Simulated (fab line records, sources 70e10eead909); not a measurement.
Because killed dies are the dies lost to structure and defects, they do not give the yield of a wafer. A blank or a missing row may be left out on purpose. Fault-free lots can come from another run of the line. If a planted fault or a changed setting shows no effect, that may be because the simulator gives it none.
A lot that was struck, set against a sound lot / flow nand harc / 15 steps out of a route of 1302
Sound: wafers L906.3, L906.4, L906.6. Struck: wafer L917.3. (L917.5 of the same lot was not struck and is left out.) The cause comes at the end.
Each step with rows lists, per side, the tool, then ch with its chambers, then its first start. Under that, the readings that differ: sound wafers / struck wafers / difference of the means / sigmas: that difference in standard deviations of wafers without a fault.
alike: words and numbers the same on both sides, and readings whose means are apart by under 2 such deviations; not compared: readings that were withheld, readings missing a value for some wafer, numbers with overlapping values and no deviation given by the record, and bounds like >300 which may hide the same value.
A row with sigmas, a row that says differs or no value, or rows on one side alone: a step with any of these is where the two part. Numbers that don't overlap but have no deviation are shown without sigmas and don't part them. A reading missing from all wafers of one side parts the sides only when that side holds two or more wafers.

NHARC_A_CHANNEL_HOLE_D2_STRIP_28: strips in O2.
  sound: rie diel-08 ch 0,1,2; struck: rie diel-12 ch 0
  alike: drypump motor current A, oes product au, rf vpp V, showerhead plenum p Torr, throttle valve pct
  not compared: rf hours counter h
then, 2 steps without rows for these wafers: NHARC_A_CHANNEL_HOLE_D2_PRECLEAN_29 (cleans in SC1); NHARC_A_CHANNEL_HOLE_D2_SRD_30.
NHARC_A_CHANNEL_HOLE_D2_CD_MEAS_31:
  sound on cd sem-01, day 16 21:43; struck on cd sem-02, day 21 05:20
  alike: cd nm
after that, 1 step had no rows for these wafers: NHARC_A_CHANNEL_HOLE_D2_XSEM_32.
NHARC_A_CHANNEL_HOLE_D2_INSPECT_40:
  sound on defect inspect-02, day 16 21:55; struck on defect inspect-02, day 21 05:30
  alike: raw defect count
then, 2 steps without rows for these wafers: NHARC_A_CHANNEL_FILL_D2_PRECLEAN_00 (cleans in SC1); NHARC_A_CHANNEL_FILL_D2_SRD_01.
NHARC_A_CHANNEL_FILL_D2_ALD_02: deposits SiO2, target thk 6 nm, pulse time 10 s, ald cycles 60.
  sound on ald hk-03 ch 1,2,3, day 16 22:06; struck on ald hk-03 ch 2, day 21 05:46
  alike: heater power w, precursor pulse height rel
  not compared: ald cycles
NHARC_A_CHANNEL_FILL_D2_ALD_03: deposits SiNx, target thk 6 nm, pulse time 60 s, ald cycles 58.
  sound: ald sin batch-03 ch 0; struck: ald sin batch-03 ch 0
  alike: chamber pressure Torr, precursor pulse height rel
  not compared: ald cycles
NHARC_A_CHANNEL_FILL_D2_ALD_14: deposits SiO2, target thk 2.5 nm, pulse time 10 s, ald cycles 25.
  sound on ald hk-01 ch 0,2,3, day 17 04:27; struck on ald hk-01 ch 2, day 21 13:56
  alike: heater power w, precursor pulse height rel
  not compared: ald cycles
NHARC_A_CHANNEL_FILL_D2_ALD_15: deposits SiNx, target thk 2 nm, pulse time 60 s, ald cycles 19.
  sound: ald sin batch-02 ch 0; struck: ald sin batch-03 ch 0
  alike: chamber pressure Torr, precursor pulse height rel
  not compared: ald cycles
NHARC_A_CHANNEL_FILL_D2_ALD_16: deposits SiO2, target thk 1.5 nm, pulse time 10 s, ald cycles 15.
  sound on ald hk-02 ch 0,1, day 17 09:31; struck on ald hk-03 ch 0, day 21 19:10
reading=ald cycles; sound=15 15 15; struck=13; difference=-2; sigmas=
  alike: heater power w, precursor pulse height rel
then, 2 steps without rows for these wafers: NHARC_A_CHANNEL_FILL_D2_ANNEAL_17 (time 1800 s); NHARC_END_SORT_01.

WHERE THEY PART
Nowhere in this record.

WHY: the cause the simulator had injected
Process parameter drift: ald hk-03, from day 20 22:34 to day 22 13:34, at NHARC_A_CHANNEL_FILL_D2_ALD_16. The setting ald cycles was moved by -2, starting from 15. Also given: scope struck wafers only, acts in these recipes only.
